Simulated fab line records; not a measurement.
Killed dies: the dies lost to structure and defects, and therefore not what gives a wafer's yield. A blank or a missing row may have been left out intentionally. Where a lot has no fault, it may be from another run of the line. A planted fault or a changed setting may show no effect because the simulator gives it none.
Which tool was responsible?    flow n5-finfet    24 lots, 72 wafers sampled, at 6 steps of a route of 1938

== WHAT THE GAUGES READ, wafer by wafer ==
N5_BEOL_M3_CD_MEAS_11: the cd target is 17.05 nm. Usual: cd-nm reads 17.06 nm (standard deviation 0.22).
lot   measured      on         cd-nm (nm)         flag
L074  day 8 03:55   cd-sem-03  16.85 17.30 17.02  
L075  day 8 03:57   cd-sem-01  16.97 16.80 17.10  
L076  day 8 06:50   cd-sem-02  16.87 16.86 17.37  
L077  day 8 10:36   cd-sem-03  16.76 17.09 16.97  
L078  day 8 15:13   cd-sem-02  17.04 16.90 17.24  
L079  day 8 15:47   cd-sem-01  16.80 16.86 16.65  
L080  day 8 15:58   cd-sem-01  17.08 17.10 16.84  
L081  day 8 19:06   cd-sem-02  17.01 17.04 16.85  
L082  day 8 20:06   cd-sem-02  17.04 17.36 17.04  
L083  day 9 03:16   cd-sem-02  17.06 16.83 17.18  
L085  day 10 13:35  cd-sem-03  17.22 17.24 17.25  
L084  day 10 16:31  cd-sem-02  16.94 16.60 17.06  
L086  day 10 18:05  cd-sem-01  16.72 17.15 17.19  
L087  day 10 21:58  cd-sem-01  17.24 17.49 17.16  
L088  day 10 22:10  cd-sem-01  16.99 16.97 17.04  
L089  day 11 01:14  cd-sem-03  16.78 17.04 16.72  
L091  day 11 06:48  cd-sem-02  17.09 17.20 16.93  
L090  day 11 07:11  cd-sem-02  17.32 17.23 17.33  
L093  day 11 15:26  cd-sem-01  17.31 17.02 17.13  
L092  day 11 15:37  cd-sem-02  17.13 17.19 17.36  
L094  day 12 16:04  cd-sem-02  17.38 17.25 17.38  
L095  day 13 00:56  cd-sem-03  16.92 16.71 16.73  
L097  day 13 05:04  cd-sem-01  16.98 17.10 17.11  
L096  day 13 13:54  cd-sem-01  17.04 17.07 16.63  

N5_BEOL_M3_INSPECT_13: inspects for defects (brightfield). Usual: raw-defect-count reads 409 (standard deviation 97).
lot   measured      on                 raw-defect-count  flag
L074  day 8 04:00   defect-inspect-01  485 428 313       
L075  day 8 04:02   defect-inspect-02  391 458 441       
L076  day 8 06:55   defect-inspect-02  357 309 325       
L077  day 8 10:41   defect-inspect-02  381 411 465       
L078  day 8 15:18   defect-inspect-01  495 441 408       
L079  day 8 15:53   defect-inspect-01  471 387 393       
L080  day 8 16:02   defect-inspect-01  365 681 435       
L081  day 8 19:11   defect-inspect-01  335 324 324       
L082  day 8 20:11   defect-inspect-02  351 434 304       
L083  day 9 03:21   defect-inspect-01  237 462 290       
L085  day 10 13:40  defect-inspect-01  278 178 363       
L084  day 10 16:36  defect-inspect-02  501 538 542       
L086  day 10 18:11  defect-inspect-02  458 651 505       
L087  day 10 22:04  defect-inspect-02  282 301 330       
L088  day 10 22:16  defect-inspect-01  375 316 460       
L089  day 11 01:20  defect-inspect-02  385 471 374       
L091  day 11 06:53  defect-inspect-02  296 406 362       
L090  day 11 07:17  defect-inspect-02  578 498 460       
L093  day 11 15:31  defect-inspect-02  325 406 407       
L092  day 11 15:43  defect-inspect-01  370 422 423       
L094  day 12 16:10  defect-inspect-02  626 576 442       
L095  day 13 01:02  defect-inspect-02  428 407 520       
L097  day 13 05:09  defect-inspect-02  446 358 417       
L096  day 13 13:59  defect-inspect-01  502 453 461       

N5_BEOL_M3_OCD_MEAS_38. Usual: trench-depth-nm reads 55.7 nm (standard deviation 0.91).
lot   measured      on      trench-depth-nm (nm)  flag
L074  day 8 07:00   ocd-02  56.7 54.8 54.7        
L075  day 8 05:59   ocd-02  57.0 55.6 57.0        
L076  day 8 10:01   ocd-02  54.6 56.1 56.9        
L077  day 8 15:28   ocd-01  57.6 57.6 54.6        
L078  day 8 18:44   ocd-02  55.1 55.8 55.6        
L079  day 8 18:46   ocd-01  54.9 55.5 54.8        
L080  day 8 21:53   ocd-02  55.5 56.2 56.2        
L081  day 9 03:16   ocd-01  55.2 54.8 55.4        
L082  day 9 03:19   ocd-02  56.3 55.0 55.8        
L083  day 9 17:41   ocd-01  55.3 55.5 54.7        
L085  day 10 16:18  ocd-01  55.8 57.4 57.0        
L084  day 10 19:56  ocd-01  56.5 54.8 56.5        
L086  day 10 21:44  ocd-01  55.4 55.6 55.5        
L087  day 11 01:20  ocd-02  54.1 55.7 57.3        
L088  day 11 04:02  ocd-01  54.6 55.6 55.9        
L089  day 11 04:04  ocd-02  54.4 56.8 55.1        
L091  day 11 10:03  ocd-02  56.3 55.6 56.5        
L090  day 11 10:07  ocd-01  54.4 55.6 54.9        
L093  day 11 22:58  ocd-02  55.2 55.3 54.7        
L092  day 11 23:31  ocd-01  54.1 57.0 56.0        
L094  day 13 04:56  ocd-01  55.3 54.8 56.4        
L095  day 13 05:58  ocd-01  55.7 57.3 55.7        
L097  day 13 13:59  ocd-02  56.2 54.6 55.2        
L096  day 13 15:57  ocd-01  57.4 56.8 57.5        

== WHAT TOOL EACH LOT RAN ON (gives the tool, then ch and the chambers of the sampled wafers, and finally the start) ==
lot   N5_BEOL_M2_DEP_57                N5_BEOL_M3_DESCUM_33                N5_BEOL_M3_VIA_ETCH_34
L074  pecvd-02 ch 1,2, day 8 00:59     rie-diel-04 ch 0,1,3, day 8 05:02   rie-diel-03 ch 1,3, day 8 06:45
L075  pecvd-01 ch 0,2, day 8 02:13     rie-diel-03 ch 0,1, day 8 05:13     rie-diel-02 ch 1,2, day 8 05:44
L076  pecvd-03 ch 0,1, day 8 05:25     rie-diel-04 ch 0,3, day 8 08:17     rie-diel-04 ch 0,1,3, day 8 09:46
L077  pecvd-03 ch 0,1,2, day 8 08:32   rie-diel-02 ch 0,3, day 8 11:43     rie-diel-04 ch 0,1,3, day 8 15:14
L078  pecvd-01 ch 0,1, day 8 11:17     rie-diel-04 ch 1,3, day 8 16:41     rie-diel-02 ch 2,3, day 8 18:29
L079  pecvd-01 ch 0,1,2, day 8 13:27   rie-diel-02 ch 0,2,3, day 8 17:14   rie-diel-03 ch 1,2,3, day 8 18:31
L080  pecvd-03 ch 0,2, day 8 14:06     rie-diel-03 ch 1,2,3, day 8 17:31   rie-diel-03 ch 1,2,3, day 8 21:38
L081  pecvd-01 ch 0,1,2, day 8 17:19   rie-diel-03 ch 0,1,2, day 8 20:12   rie-diel-02 ch 0,2,3, day 9 03:01
L082  pecvd-01 ch 0,1,2, day 8 19:23   rie-diel-04 ch 0,3, day 8 21:16     rie-diel-03 ch 0,1,3, day 9 03:03
L083  pecvd-02 ch 0,1,2, day 9 02:15   rie-diel-04 ch 1,2,3, day 9 04:31   rie-diel-02 ch 0,2,3, day 9 17:28
L085  pecvd-02 ch 1,2, day 10 10:43    rie-diel-02 ch 0,2,3, day 10 14:42  rie-diel-04 ch 2,3, day 10 16:03
L084  pecvd-03 ch 0,1,2, day 10 14:31  rie-diel-03 ch 2,3, day 10 18:11    rie-diel-02 ch 0,1,2, day 10 19:41
L086  pecvd-02 ch 1,2, day 10 17:21    rie-diel-03 ch 0,2, day 10 19:19    rie-diel-02 ch 0,2, day 10 21:29
L087  pecvd-02 ch 0,1,2, day 10 20:30  rie-diel-03 ch 0,1,3, day 10 22:58  rie-diel-03 ch 1,2,3, day 11 01:05
L088  pecvd-02 ch 0,1,2, day 10 20:44  rie-diel-04 ch 0,1,3, day 10 23:17  rie-diel-02 ch 1,2,3, day 11 03:47
L089  pecvd-03 ch 0,1,2, day 10 22:50  rie-diel-02 ch 0,2,3, day 11 02:22  rie-diel-03 ch 1,2,3, day 11 03:50
L091  pecvd-03 ch 0,1, day 11 04:51    rie-diel-03 ch 0,3, day 11 08:02    rie-diel-02 ch 0,1,3, day 11 09:47
L090  pecvd-01 ch 0,1,2, day 11 05:01  rie-diel-04 ch 0,1,2, day 11 08:11  rie-diel-03 ch 0,1,3, day 11 09:52
L093  pecvd-02 ch 0,2, day 11 13:37    rie-diel-04 ch 1,3, day 11 16:59    rie-diel-02 ch 2,3, day 11 22:43
L092  pecvd-03 ch 0,1, day 11 13:47    rie-diel-03 ch 0,1,3, day 11 17:17  rie-diel-04 ch 0,1,3, day 11 23:16
L094  pecvd-02 ch 1,2, day 12 14:01    rie-diel-04 ch 1,3, day 12 17:04    rie-diel-03 ch 0,1,3, day 13 04:41
L095  pecvd-03 ch 1,2, day 12 21:56    rie-diel-04 ch 1,2, day 13 01:56    rie-diel-02 ch 1,2, day 13 05:42
L097  pecvd-01 ch 1,2, day 13 01:59    rie-diel-03 ch 1,3, day 13 06:19    rie-diel-03 ch 0,2,3, day 13 13:44
L096  pecvd-03 ch 0,1,2, day 13 11:47  rie-diel-03 ch 1,2, day 13 14:53    rie-diel-02 ch 0,2, day 13 15:42
- N5_BEOL_M2_DEP_57: deposits SiCN from 3MS/NH3, target thk 8 nm, time 14 s.
- N5_BEOL_M3_DESCUM_33: chemistry O2, time 7 s.
- N5_BEOL_M3_VIA_ETCH_34: etches the open film in C4F6/O2, target depth 69.4 nm, time 65.9 s.

== WHAT THE TOOLS THEMSELVES READ (means of the sampled wafers that have a number; where no wafer has one, the mark that the record gives instead) ==
N5_BEOL_M2_DEP_57. Usual: showerhead-plenum-p-Torr 3.664 Torr, standard deviation 0.015; throttle-valve-pct 9.0 %, standard deviation 0.54.
lot   tool      showerhead-plenum-p-Torr (Torr)  throttle-valve-pct (%)  flag
L074  pecvd-02  3.666                            8.6                     
L075  pecvd-01  3.658                            8.7                     
L076  pecvd-03  3.685                            9.2                     
L077  pecvd-03  3.680                            9.1                     
L078  pecvd-01  3.650                            8.9                     
L079  pecvd-01  3.653                            9.3                     
L080  pecvd-03  3.676                            8.9                     
L081  pecvd-01  3.649                            9.2                     
L082  pecvd-01  3.648                            9.3                     
L083  pecvd-02  3.662                            8.8                     
L085  pecvd-02  3.670                            9.1                     
L084  pecvd-03  3.680                            9.1                     
L086  pecvd-02  3.670                            8.9                     
L087  pecvd-02  3.661                            8.7                     
L088  pecvd-02  3.664                            8.8                     
L089  pecvd-03  3.673                            9.2                     
L091  pecvd-03  3.683                            9.2                     
L090  pecvd-01  3.647                            9.0                     
L093  pecvd-02  3.653                            8.4                     
L092  pecvd-03  3.677                            9.2                     
L094  pecvd-02  3.660                            8.4                     
L095  pecvd-03  3.669                            8.9                     
L097  pecvd-01  3.644                            9.0                     
L096  pecvd-03  3.680                            9.0                     

N5_BEOL_M3_DESCUM_33. Usual: drypump-motor-current-A 5.8 A, standard deviation 0.39; oes-product-au 0.82 a.u., standard deviation 0.088; rf-vpp-V 243.0 V, standard deviation 1.4; showerhead-plenum-p-Torr 2.08 Torr, standard deviation 0.078; throttle-valve-pct 20.45 %, standard deviation 0.23.
lot   tool         drypump-motor-current-A (A)  oes-product-au (a.u.)  rf-vpp-V (V)  showerhead-plenum-p-Torr (Torr)  throttle-valve-pct (%)  flag
L074  rie-diel-04  6.2                          0.85                   242.4         2.03                             20.36                   
L075  rie-diel-03  5.7                          0.91                   244.2         2.13                             20.50                   
L076  rie-diel-04  6.1                          0.91                   241.7         2.02                             20.40                   
L077  rie-diel-02  5.1                          0.76                   241.5         1.99                             20.55                   
L078  rie-diel-04  6.1                          0.90                   243.3         2.07                             20.30                   
L079  rie-diel-02  5.4                          0.73                   243.1         2.03                             20.44                   
L080  rie-diel-03  5.9                          0.88                   244.5         2.15                             20.36                   
L081  rie-diel-03  5.6                          0.83                   244.5         2.12                             20.54                   
L082  rie-diel-04  6.1                          0.89                   242.3         2.02                             20.41                   
L083  rie-diel-04  5.9                          0.90                   243.5         2.11                             20.34                   
L085  rie-diel-02  5.4                          0.72                   241.2         2.02                             20.45                   
L084  rie-diel-03  6.1                          0.81                   245.0         2.16                             20.44                   
L086  rie-diel-03  5.6                          0.79                   243.9         2.11                             20.61                   
L087  rie-diel-03  5.8                          0.81                   243.2         2.14                             20.60                   
L088  rie-diel-04  6.2                          0.81                   242.2         2.02                             20.39                   
L089  rie-diel-02  5.4                          0.72                   241.5         2.02                             20.46                   
L091  rie-diel-03  6.0                          0.76                   243.9         2.16                             20.65                   
L090  rie-diel-04  6.0                          0.83                   242.2         2.06                             20.44                   
L093  rie-diel-04  6.1                          0.82                   243.6         2.07                             20.29                   
L092  rie-diel-03  5.8                          0.80                   244.0         2.14                             20.60                   
L094  rie-diel-04  6.2                          0.81                   242.7         2.07                             20.29                   
L095  rie-diel-04  6.0                          0.82                   242.7         2.11                             20.34                   
L097  rie-diel-03  6.0                          0.86                   244.3         2.15                             20.36                   
L096  rie-diel-03  5.7                          0.83                   243.9         2.12                             20.38                   

N5_BEOL_M3_VIA_ETCH_34. Usual: O2_flow_sccm 10.004 sccm, standard deviation 0.03; drypump-motor-current-A 5.7 A, standard deviation 0.41; oes_ar_750_au 0.80 a.u., standard deviation 0.085; oes-product-au 0.80 a.u., standard deviation 0.088; rf-vpp-V 661 V, standard deviation 13; showerhead-plenum-p-Torr 2.82 Torr, standard deviation 0.099; throttle-valve-pct 30.79 %, standard deviation 0.26.
lot   tool         O2_flow_sccm (sccm)  drypump-motor-current-A (A)  oes_ar_750_au (a.u.)  oes-product-au (a.u.)  rf-vpp-V (V)  showerhead-plenum-p-Torr (Torr)  throttle-valve-pct (%)  flag
L074  rie-diel-03  10.023               6.1                          0.89                  0.87                   648           2.97                             30.90                   
L075  rie-diel-02  9.998                5.4                          0.82                  0.84                   663           2.80                             30.44                   
L076  rie-diel-04  10.020               6.2                          0.85                  0.85                   665           2.78                             30.88                   
L077  rie-diel-04  10.020               6.2                          0.85                  0.84                   664           2.78                             30.89                   
L078  rie-diel-02  9.978                5.6                          0.71                  0.71                   683           2.83                             30.69                   
L079  rie-diel-03  10.008               5.9                          0.88                  0.88                   650           2.93                             30.77                   
L080  rie-diel-03  9.992                5.9                          0.87                  0.87                   649           2.93                             30.77                   
L081  rie-diel-02  9.991                5.4                          0.73                  0.73                   670           2.76                             30.77                   
L082  rie-diel-03  10.002               5.8                          0.83                  0.82                   652           2.92                             31.02                   
L083  rie-diel-02  10.021               5.4                          0.73                  0.73                   671           2.76                             30.78                   
L085  rie-diel-04  9.987                5.9                          0.91                  0.93                   661           2.83                             30.78                   
L084  rie-diel-02  9.989                5.3                          0.77                  0.78                   661           2.74                             30.66                   
L086  rie-diel-02  10.019               5.5                          0.71                  0.71                   667           2.75                             30.75                   
L087  rie-diel-03  10.025               5.9                          0.85                  0.84                   649           2.92                             30.79                   
L088  rie-diel-02  10.017               5.5                          0.75                  0.75                   673           2.81                             30.58                   
L089  rie-diel-03  10.043               5.9                          0.84                  0.84                   650           2.92                             30.81                   
L091  rie-diel-02  10.005               5.2                          0.78                  0.78                   664           2.75                             30.71                   
L090  rie-diel-03  9.997                5.8                          0.81                  0.81                   652           2.91                             31.04                   
L093  rie-diel-02  9.998                5.6                          0.70                  0.71                   683           2.82                             30.72                   
L092  rie-diel-04  9.998                6.2                          0.82                  0.81                   664           2.77                             30.91                   
L094  rie-diel-03  10.000               5.8                          0.79                  0.79                   652           2.91                             31.06                   
L095  rie-diel-02  10.019               5.4                          0.88                  0.90                   661           2.78                             30.48                   
L097  rie-diel-03  10.016               5.8                          0.77                  0.76                   655           2.89                             30.98                   
L096  rie-diel-02  9.987                5.5                          0.90                  0.91                   666           2.74                             30.78                   

== THE ANSWER, worked out from the rows above alone ==
Rule: take the mean of a lot's wafers that have a number; if it is more than 3 standard deviations from the usual mean, the lot is off. Also off: a lot with no number at a reading for which 4 or more lots have one. Where the step has rows for the other lots, those lots are counted as sound. Order of review: gauges by route order, followed by the tools' own readings, for which a lot's mean as printed above is used. At the first step where some lot is off, the reading lying furthest off is the one used; lots without a number count as furthest.
Across all readings shown, no lot is off: no conclusion can be drawn from this.

== WHAT WAS PUT IN BY THE SIMULATOR ==
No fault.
